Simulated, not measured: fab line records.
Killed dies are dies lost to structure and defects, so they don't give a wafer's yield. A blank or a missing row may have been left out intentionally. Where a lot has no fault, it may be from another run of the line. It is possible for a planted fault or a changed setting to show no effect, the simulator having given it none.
fab line records	flow nand-harc	part 1 of 2: steps 1 to 4 of 6
record lots=22	wafers=66	last-day=24
route steps=1159 shown A_SLIT@799 A_WL_FILL@811 A_CONTACT@842
lots that met no fault: taken from a fault-free run of the same line
start-h: start of the lot's first displayed wafer, in hours after the record's first day	wait-h: how many hours have passed since the lot's step before this one	" same as the row above	L1.1+2: one row covering several wafers at once	- no value, or no start given	* or withheld: withheld	< > ~ a bound
route shown NAME@n: names a module that has steps shown in the file, with the first one's number in the route	usual: mean and standard deviation over wafers with no fault	same: alike in all rows	chamber/n: place in a boat	sites: the reading at each site	_std_site: the values' standard deviation	_edge_site: outer sites' mean less inner sites'	radius-mm: for every site, how far away it sits from the centre of the wafer	mask NAME#n: copy n	behind: the most recent tool/chamber to have shaped the wafer	hold: reason for holding the lot/hours on hold/outcome of the hold	device: the transistor (n, p or np) that didn't switch	end of line: the route-end tests of the same wafers	a step with no rows: only its recipe	killed: dies lost to structure and defects at the first sort, not the wafer's yield	map: a wafer's dies, x killed, . not, _ none there
set.NAME: the setting the step ran with; set.NAME@STEP: the setting that earlier step ran with	model.NAME: the simulator's own value behind a step, which no gauge read
a sample of lots followed through the steps of the route, with each step as a table and each wafer as a row
services: a tool's chamber out of use, with start hour (start-h, from the record's first day; less than 0 if before it), hours out, and reason
## steps
# step NHARC_A_SLIT_ETCH_29
# recipe target-depth-a=1000	overetch-a=100	time-s=55	ion-energy-ev=100	cf4-flow-sccm=80	o2-flow-sccm=20	ar-flow-sccm=0	rf-w=300	bias-w=100	chemistry=CF4/O2
# usual drypump-motor-current-A=5.9/0.44	oes_f_703_au=1.000/0.0042	oes-product-au=0.999/0.013	rf-vpp-V=198.2/1.1	showerhead-plenum-p-Torr=1.36/0.037	throttle-valve-pct=13.398/0.0084
lot.wafer	tool	chamber	start-h	wait-h	drypump-motor-current-A	oes_f_703_au	oes-product-au	rf-hours-counter-h	rf-vpp-V	showerhead-plenum-p-Torr	throttle-valve-pct
L074.1	rie-diel-10	0	324.14	0.1	5.7	0.995	0.996	12	198.5	1.37	13.394
L074.5	"	3	"	"	6.6	0.998	1.014	-	200.3	1.42	13.400
L074.6	"	0	"	"	5.7	0.997	1.002	-	198.5	1.37	13.412
L075.3	rie-diel-09	2	327.49	0.1	5.1	0.998	0.997	6	198.0	1.35	13.392
L075.1	"	3	"	"	6.0	1.001	0.995	6	196.7	1.33	13.410
L075.2	"	0	"	"	5.3	0.999	0.992	5	200.0	1.42	13.399
L076.3	rie-diel-04	0	335.89	0.1	6.0	0.998	1.014	3	196.5	1.35	13.394
L076.1	"	3	"	"	6.4	1.004	0.991	3	198.6	1.35	13.398
L076.5	"	1	"	"	6.0	1.003	1.002	-	198.5	1.32	13.401
L077.1	rie-diel-10	3	336.02	0.1	6.6	0.998	1.010	12	201.4	1.43	13.389
L077.2	"	1	"	"	5.6	0.996	1.010	12	197.7	1.38	13.402
L077.6	"	3	"	"	6.6	0.996	1.017	-	199.4	1.42	13.403
L078.3	rie-diel-09	0	357.27	0.1	5.2	1.000	0.995	8	200.2	1.42	13.387
L078.4	"	2	"	"	5.1	1.001	0.999	9	198.5	1.35	13.400
L078.6	"	0	"	"	5.3	0.996	0.986	-	199.0	1.42	13.394
L081.3	rie-diel-04	0	368.11	0.1	6.0	0.998	1.006	5	196.1	1.34	13.396
L081.4	"	1	"	"	6.0	1.002	0.988	4	197.2	1.32	13.397
L081.6	"	0	"	"	6.0	1.002	1.010	-	196.8	1.34	13.412
L080.4	rie-diel-10	2	380.54	0.1	6.1	1.005	0.989	1	195.7	1.34	13.391
L080.3	"	0	"	"	5.7	0.994	0.994	1	199.4	1.37	13.383
L080.2	"	1	"	"	5.6	1.005	1.017	1	200.1	1.38	13.379
L083.1	rie-diel-04	1	382.92	0.1	6.0	0.998	0.991	5	197.5	1.32	13.407
L083.2	"	2	"	"	6.3	1.004	1.017	6	197.9	1.32	13.410
L083.5	"	1	"	"	6.0	0.997	1.002	-	198.6	1.32	13.405
L082.1	rie-diel-10	2	384.60	0.1	6.1	1.005	0.986	1	199.4	1.34	13.401
L082.2	"	0	"	"	5.7	1.006	1.002	2	196.9	1.37	13.382
L082.5	"	2	"	"	6.1	1.002	0.997	-	197.2	1.34	13.391
L084.1	rie-diel-10	3	386.28	0.1	6.6	1.001	1.021	2	199.0	1.42	13.411
L084.5	"	3	"	"	6.6	0.993	1.017	-	198.3	1.42	13.397
L084.6	"	0	"	"	5.7	0.995	1.003	-	199.4	1.37	13.388
L088.2	rie-diel-10	3	414.52	0.1	6.6	1.004	1.030	2	200.5	1.42	13.401
L088.4	"	0	"	"	5.7	0.998	1.004	4	198.5	1.37	13.394
L088.1	"	1	"	"	5.6	0.995	1.009	4	199.7	1.38	13.397
L086.3	rie-diel-09	2	414.70	0.1	5.1	0.999	0.989	13	198.7	1.35	13.395
L086.1	"	3	"	"	6.0	0.998	0.999	13	197.0	1.33	13.411
L086.5	"	1	"	"	6.3	0.991	1.002	-	198.1	1.33	13.391
L087.3	rie-diel-04	1	416.30	0.1	6.0	1.006	0.985	9	197.4	1.32	13.395
L087.2	"	2	"	"	6.4	0.991	1.015	10	196.8	1.32	13.407
L087.1	"	0	"	"	6.0	1.000	1.022	8	198.5	1.34	13.395
L085.2	rie-diel-09	0	416.66	0.1	5.3	0.997	0.976	12	200.1	1.42	13.402
L085.5	"	0	"	"	5.2	1.000	0.974	-	200.0	1.42	13.402
L085.6	"	1	"	"	6.3	1.004	1.007	-	196.2	1.33	13.400
L090.1	rie-diel-09	1	427.01	0.1	6.4	1.000	0.995	12	197.7	1.33	13.381
L090.3	"	2	"	"	5.1	0.999	0.983	14	198.6	1.35	13.399
L090.5	"	0	"	"	5.3	1.001	0.976	-	199.6	1.42	13.388
L089.3	rie-diel-10	3	427.43	0.1	6.6	0.998	1.022	3	198.9	1.42	13.401
L089.5	"	0	"	"	5.7	1.002	0.993	-	198.4	1.37	13.396
L089.6	"	1	"	"	5.6	0.999	1.011	-	198.9	1.38	13.400
L091.4	rie-diel-09	3	428.69	0.1	6.0	1.001	1.005	13	198.7	1.33	13.407
L091.6	"	0	"	"	5.3	0.999	0.990	-	198.6	1.42	13.402
L091.5	"	1	"	"	6.3	0.999	0.991	-	197.9	1.33	13.403
L092.1	rie-diel-10	1	429.11	0.1	5.6	0.999	1.020	5	197.7	1.38	13.400
L092.3	"	3	"	"	6.6	1.003	1.024	3	198.9	1.42	13.387
L092.4	"	0	"	"	5.7	0.997	1.001	5	197.8	1.37	13.400
L094.1	rie-diel-10	1	444.49	0.1	5.6	1.002	1.008	7	198.6	1.38	13.398
L094.3	"	3	"	"	6.6	0.994	1.015	3	199.6	1.42	13.397
L094.6	"	1	"	"	5.6	1.004	1.006	-	199.1	1.38	13.394
L093.4	rie-diel-04	2	446.21	0.1	6.3	0.997	1.019	12	197.6	1.32	13.389
L093.3	"	3	"	"	6.4	1.004	0.993	11	198.1	1.34	13.384
L093.1	"	0	"	"	6.0	1.003	1.008	10	197.2	1.34	13.404
L095.3	rie-diel-09	2	455.39	0.1	5.1	0.998	0.990	1	197.9	1.35	13.386
L095.6	"	3	"	"	6.0	0.993	1.011	-	199.6	1.33	13.404
L095.5	"	0	"	"	5.3	0.997	0.994	-	198.1	1.42	13.409
L096.1	rie-diel-04	2	457.06	0.1	6.4	1.006	1.020	12	196.5	1.32	13.390
L096.2	"	3	"	"	6.4	1.005	0.981	12	197.4	1.34	13.409
L096.3	"	0	"	"	6.0	1.009	1.010	11	198.9	1.34	13.406
# step NHARC_A_WL_FILL_ALD_02
# recipe target-thk-a=20	pulse-time-s=3	ald-cycles=100	temp-c=450	material=TiN
# usual heater-power-w=1042/98	precursor-pulse-height-rel=0.999/0.019
# same ald-cycles=100
lot.wafer	tool	chamber	start-h	wait-h	heater-power-w	precursor-pulse-height-rel
L074.1	ald-metal-03	1	333.05	0.3	1061	0.995
L074.6	"	2	"	"	999	0.968
L074.5	"	3	"	"	1018	1.024
L075.1	ald-metal-03	3	336.43	0.2	1037	0.996
L075.3	"	1	"	"	1035	0.966
L075.2	"	2	"	"	989	0.982
L077.2	ald-metal-03	1	344.84	0.3	1052	1.024
L077.1	"	2	"	"	1023	1.046
L077.6	"	1	"	"	1073	1.010
L076.1	ald-metal-01	2	345.14	0.3	926	1.011
L076.3	"	0	"	"	1172	0.996
L076.5	"	3	"	"	952	0.982
L078.4	ald-metal-01	0	366.27	0.2	1141	0.999
L078.3	"	1	"	"	865	1.022
L078.6	"	2	"	"	923	1.025
L081.4	ald-metal-03	1	379.22	0.1	1037	1.014
L081.3	"	0	"	"	1169	1.016
L081.6	"	2	"	"	1009	0.996
L080.3	ald-metal-03	1	389.36	0.1	1062	0.952
L080.4	"	2	"	"	999	1.004
L080.2	"	3	"	"	1024	0.981
L083.1	ald-metal-04	1	389.52	0.2	1090	0.982
L083.2	"	0	"	"	1171	1.026
L083.5	"	2	"	"	994	0.984
L082.2	ald-metal-03	3	393.49	0.2	1042	1.000
L082.1	"	1	"	"	1068	1.017
L082.5	"	3	"	"	1050	1.032
L084.1	ald-metal-04	0	393.53	0.3	1237	0.993
L084.5	"	2	"	"	1012	0.985
L084.6	"	3	"	"	913	1.031
L088.4	ald-metal-03	3	423.27	0.1	1025	0.968
L088.1	"	0	"	"	1202	1.011
L088.2	"	1	"	"	1072	0.973
L086.3	ald-metal-01	0	423.30	0.1	1138	0.986
L086.1	"	2	"	"	942	0.943
L086.5	"	1	"	"	895	0.955
L087.3	ald-metal-03	1	423.50	0.2	1072	0.985
L087.1	"	3	"	"	1030	1.019
L087.2	"	0	"	"	1210	1.001
L085.2	ald-metal-04	2	423.55	0.3	968	0.996
L085.5	"	3	"	"	913	0.995
L085.6	"	0	"	"	1233	1.002
L090.3	ald-metal-01	1	436.81	0.1	895	0.991
L090.1	"	2	"	"	951	0.999
L090.5	"	1	"	"	876	1.021
L089.3	ald-metal-03	2	437.08	0.2	977	0.996
L089.6	"	3	"	"	1033	0.999
L089.5	"	0	"	"	1180	1.017
L091.4	ald-metal-04	1	437.17	0.1	1052	0.989
L091.5	"	0	"	"	1245	1.004
L091.6	"	1	"	"	1064	1.009
L092.3	ald-metal-01	0	437.30	0.1	1162	0.995
L092.1	"	1	"	"	867	0.960
L092.4	"	2	"	"	942	1.018
L093.3	ald-metal-01	2	453.30	0.1	932	1.015
L093.4	"	3	"	"	966	1.018
L093.1	"	1	"	"	913	1.014
L094.3	ald-metal-03	0	453.67	0.3	1203	0.981
L094.1	"	1	"	"	1051	1.013
L094.6	"	0	"	"	1179	1.001
L096.1	ald-metal-04	3	464.18	0.2	895	0.995
L096.2	"	0	"	"	1229	1.002
L096.3	"	2	"	"	965	1.041
L095.3	ald-metal-03	0	464.39	0.2	1187	0.992
L095.5	"	3	"	"	1019	1.000
L095.6	"	0	"	"	1176	0.982
# step NHARC_A_CONTACT_DEP_28
# recipe target-thk-a=36000	temp-c=400	material=aC
# usual throttle-valve-pct=35.001/0.0091
lot.wafer	tool	chamber	start-h	wait-h	throttle-valve-pct
L075.1	acl-dep-02	0	366.87	0.8	34.999
L075.2	"	0	"	"	35.016
L075.3	"	0	"	"	34.997
L074.1	acl-dep-01	0	368.22	0.9	35.001
L074.5	"	0	369.67	2.4	35.003
L074.6	"	0	"	"	35.000
L077.1	acl-dep-02	0	374.13	2.2	35.001
L077.2	"	0	"	"	34.989
L077.6	"	0	375.94	4.0	34.997
L076.1	acl-dep-03	0	377.87	2.2	35.007
L076.3	"	0	"	"	35.004
L076.5	"	0	"	"	35.000
L078.3	acl-dep-03	0	396.75	1.2	34.985
L078.4	"	0	"	"	35.018
L078.6	"	0	"	"	35.003
L081.3	acl-dep-03	0	406.84	0.8	34.996
L081.4	"	0	"	"	34.998
L081.6	"	0	"	"	35.022
L080.2	acl-dep-01	0	416.78	0.8	34.994
L080.3	"	0	"	"	34.989
L080.4	"	0	"	"	34.998
L083.1	acl-dep-02	0	417.61	1.5	35.004
L083.2	"	0	"	"	35.002
L083.5	"	0	419.06	2.9	34.983
L084.1	acl-dep-02	0	423.63	2.9	35.000
L084.5	"	0	425.09	4.3	34.997
L084.6	"	0	"	"	34.999
L082.1	acl-dep-01	0	424.27	3.3	35.002
L082.2	"	0	"	"	35.008
L082.5	"	0	425.73	4.8	34.993
L087.1	acl-dep-03	0	454.15	0.8	34.999
L087.2	"	0	"	"	35.019
L087.3	"	0	"	"	35.002
L086.1	acl-dep-01	0	454.15	0.5	35.005
L086.3	"	0	"	"	34.992
L086.5	"	0	"	"	34.990
L088.1	acl-dep-01	0	458.24	0.6	34.993
L088.2	"	0	"	"	34.996
L088.4	"	0	"	"	34.987
L085.2	acl-dep-02	0	460.36	0.4	35.016
L085.5	"	0	461.46	1.5	34.996
L085.6	"	0	"	"	35.006
L090.1	acl-dep-02	0	467.65	0.1	35.010
L090.3	"	0	"	"	35.004
L090.5	"	0	"	"	35.003
L091.4	acl-dep-03	0	473.47	1.6	35.004
L091.5	"	0	"	"	34.994
L091.6	"	0	"	"	35.007
L089.3	acl-dep-01	0	473.59	1.3	34.990
L089.5	"	0	"	"	35.008
L089.6	"	0	"	"	35.006
L092.1	acl-dep-03	0	480.73	1.2	35.013
L092.3	"	0	"	"	34.998
L092.4	"	0	"	"	34.988
L094.1	acl-dep-03	0	492.70	2.2	34.985
L094.3	"	0	"	"	35.015
L094.6	"	0	494.51	4.0	34.992
L093.1	acl-dep-02	0	494.78	0.1	35.008
L093.3	"	0	"	"	35.005
L093.4	"	0	"	"	34.998
L096.1	acl-dep-02	0	504.64	0.1	35.007
L096.2	"	0	"	"	35.005
L096.3	"	0	"	"	35.005
L095.3	acl-dep-03	0	505.00	0.8	34.999
L095.5	"	0	"	"	34.988
L095.6	"	0	"	"	34.994
# step NHARC_A_CONTACT_ETCH_49
# recipe target-depth-a=2600	over-etch-frac=0.3	time-s=475.3	ion-energy-ev=200	n2-flow-sccm=150	h2-flow-sccm=150	ar-flow-sccm=0	rf-w=400	bias-w=150	chemistry=N2/H2
# usual drypump-motor-current-A=5.7/0.38	oes-product-au=1.001/0.013	rf-vpp-V=431.1/2.4	showerhead-plenum-p-Torr=2.06/0.083	throttle-valve-pct=14.170/0.0093
lot.wafer	tool	chamber	start-h	wait-h	drypump-motor-current-A	oes-product-au	rf-hours-counter-h	rf-vpp-V	showerhead-plenum-p-Torr	throttle-valve-pct
L075.1	rie-diel-13	1	-	-	5.5	0.988	16	434.1	2.14	14.170
L075.2	"	2	"	"	5.9	1.018	19	428.8	2.02	14.172
L075.3	"	3	"	"	5.8	1.004	20	429.5	2.06	14.176
L074.1	rie-diel-13	0	-	-	5.7	0.989	20	425.4	1.88	14.183
L074.6	"	1	"	"	5.5	0.988	-	432.2	2.14	14.176
L074.5	"	2	"	"	5.8	1.027	-	431.0	2.02	14.161
L077.2	rie-diel-13	3	-	-	5.8	0.997	22	429.6	2.06	14.167
L077.1	"	1	"	"	5.6	1.001	18	434.0	2.14	14.162
L077.6	"	3	"	"	5.9	0.999	-	430.3	2.06	14.172
L076.1	rie-diel-01	0	-	-	5.9	1.004	24	431.4	2.10	14.184
L076.3	"	1	"	"	5.0	1.015	23	427.9	1.98	14.157
L076.5	"	0	"	"	5.8	1.002	-	433.5	2.10	14.175
L078.4	rie-diel-13	3	-	-	5.9	0.986	28	432.6	2.06	14.187
L078.3	"	0	"	"	5.7	0.989	27	426.2	1.88	14.171
L078.6	"	2	"	"	5.8	1.012	-	429.8	2.01	14.177
L081.4	rie-diel-13	1	-	-	5.5	0.997	24	431.2	2.13	14.164
L081.3	"	3	"	"	5.9	1.003	29	430.9	2.06	14.165
L081.6	"	0	"	"	5.7	0.991	-	426.8	1.88	14.173
L080.4	rie-diel-13	0	-	-	5.7	0.995	31	425.4	1.88	14.169
L080.3	"	1	"	"	5.5	0.982	27	433.3	2.13	14.168
L080.2	"	3	"	"	5.9	0.988	31	430.3	2.06	14.180
L083.2	rie-diel-13	0	-	-	5.7	1.000	32	425.9	1.88	14.151
L083.1	"	3	"	"	5.9	0.998	32	430.2	2.06	14.166
L083.5	"	1	"	"	5.5	0.984	-	433.4	2.13	14.191
L084.1	rie-diel-13	0	-	-	5.7	0.991	33	426.5	1.88	14.182
L084.5	"	1	"	"	5.5	0.996	-	432.8	2.13	14.161
L084.6	"	2	"	"	5.8	1.029	-	431.5	2.01	14.165
L082.2	rie-diel-06	0	-	-	5.6	0.993	0	429.2	2.02	14.173
L082.1	"	3	"	"	6.4	0.996	0	427.1	1.99	14.157
L082.5	"	0	"	"	5.6	0.989	-	430.0	2.02	14.190
L086.1	rie-diel-01	1	-	-	5.0	1.025	49	430.2	1.97	14.174
L086.3	"	3	"	"	6.6	0.981	49	433.8	2.11	14.166
L086.5	"	1	"	"	5.0	1.030	-	429.5	1.97	14.159
L087.2	rie-diel-01	1	-	-	5.0	1.019	49	430.0	1.97	14.178
L087.1	"	2	"	"	5.1	1.014	46	432.1	2.08	14.171
L087.3	"	3	"	"	6.5	0.988	49	432.8	2.11	14.160
L088.1	rie-diel-06	2	-	-	5.9	1.014	14	428.8	1.99	14.160
L088.2	"	0	"	"	5.7	0.991	16	430.5	2.01	14.169
L088.4	"	1	"	"	5.1	1.010	14	427.6	2.00	14.164
L085.2	rie-diel-13	2	-	-	5.8	0.994	0	428.1	2.01	14.161
L085.6	"	2	"	"	5.9	1.004	-	430.5	2.01	14.180
L085.5	"	3	"	"	5.9	1.024	-	430.4	2.05	14.181
L090.1	rie-diel-01	0	-	-	5.8	0.986	53	433.1	2.09	14.163
L090.3	"	2	"	"	5.1	1.014	52	430.5	2.07	14.177
L090.5	"	0	"	"	5.8	0.985	-	432.3	2.09	14.168
L091.4	rie-diel-01	0	-	-	5.8	0.993	53	432.4	2.09	14.182
L091.6	"	2	"	"	5.2	1.023	-	429.1	2.07	14.172
L091.5	"	3	"	"	6.6	0.991	-	433.1	2.11	14.168
L089.3	rie-diel-13	2	-	-	5.8	0.996	4	429.4	2.01	14.164
L089.6	"	0	"	"	5.7	1.002	-	434.6	2.22	14.167
L089.5	"	1	"	"	5.5	0.987	-	432.6	2.13	14.172
L092.4	rie-diel-13	2	-	-	5.9	0.992	6	430.3	2.01	14.192
L092.3	"	0	"	"	5.7	1.007	5	435.0	2.22	14.183
L092.1	"	1	"	"	5.5	0.980	5	432.2	2.13	14.184
L094.3	rie-diel-13	2	-	-	5.8	1.002	8	429.8	2.01	14.159
L094.1	"	3	"	"	5.8	1.021	8	432.3	2.05	14.177
L094.6	"	1	"	"	5.5	0.989	-	432.3	2.13	14.166
L093.3	rie-diel-13	2	-	-	5.8	1.003	8	429.2	2.01	14.171
L093.1	"	3	"	"	5.8	1.013	9	431.0	2.05	14.181
L093.4	"	0	"	"	5.7	1.005	8	435.4	2.21	14.177
L095.3	rie-diel-13	3	-	-	5.9	1.011	11	428.9	2.05	14.169
L095.6	"	3	"	"	5.9	1.010	-	431.7	2.05	14.169
L095.5	"	0	"	"	5.7	0.994	-	435.4	2.21	14.160
L096.1	rie-diel-01	2	-	-	5.2	1.011	3	431.6	2.07	14.173
L096.2	"	3	"	"	6.6	1.010	5	432.4	2.11	14.168
L096.3	"	1	"	"	5.0	1.015	3	429.9	1.97	14.168
